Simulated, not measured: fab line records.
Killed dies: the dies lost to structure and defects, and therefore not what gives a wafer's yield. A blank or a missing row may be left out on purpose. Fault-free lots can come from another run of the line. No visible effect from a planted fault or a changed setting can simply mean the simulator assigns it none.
Matching of chambers    flow nand_harc    NHARC_P_GATE_ALD_36 on ald_sin-03 has 4 sister chambers
The step deposits SiNx, target thk 20 nm, pulse time 60 s, ald cycles 223. 14 wafers are shown with their chamber, then 7 later ones without.

## EACH WAFER AND ITS CHAMBER
wafer   chamber  heater_power_w (W)  precursor_pulse_height_rel
L613.3  3        790                 0.972
L613.1  0        950                 1.042
L613.6  2        776                 0.985
L615.1  1        877                 0.973
L615.3  0        927                 1.002
L615.5  0        925                 1.013
L618.1  0        918                 1.007
L618.5  0        923                 0.988
L618.4  1        863                 0.988
L620.3  0        916                 0.983
L620.2  3        752                 1.002
L620.6  1        876                 0.970
L622.4  3        765                 1.003
L622.2  0        914                 0.959

SIGNATURES, as means of the wafers listed above
reading                     chamber 0  chamber 1  chamber 2  chamber 3  scatter within a chamber
heater_power_w              924.71     872.00     776.00     769.00     13.2
precursor_pulse_height_rel  0.99914    0.97700    0.98500    0.99233    0.0221
Rule: distance of a wafer from a chamber = root of the sum over the readings of ((wafer's reading minus chamber's mean) / reading's scatter) squared. If the next closest chamber is less than 2 further off than the closest, the wafer can't be placed; otherwise it belongs to the closest. How the scatter is found: for the shown wafers, subtract from each reading the mean of its chamber, square and add these, divide the total by (wafers less chambers), then take the root.

## WAFERS WITH NO CHAMBER GIVEN
wafer   heater_power_w (W)  precursor_pulse_height_rel
L622.6  965                 1.018
L626.1  867                 1.021
L626.3  948                 0.982
L626.6  886                 0.986
L634.2  906                 0.967
L634.4  904                 0.996
L634.1  777                 1.003

## WHICH CHAMBER EACH ONE RAN IN
wafer   from the rows above      in truth
L622.6  0                        0
L626.1  1                        1
L626.3  0                        0
L626.6  can't be placed: 1 or 0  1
L634.2  can't be placed: 0 or 1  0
L634.4  can't be placed: 0 or 1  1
L634.1  can't be placed: 3 or 2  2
Correct placement for 3 of the 7. From these rows, 4 cannot be placed; in 4 the true chamber is one of the candidates. Number placed wrongly: 0.
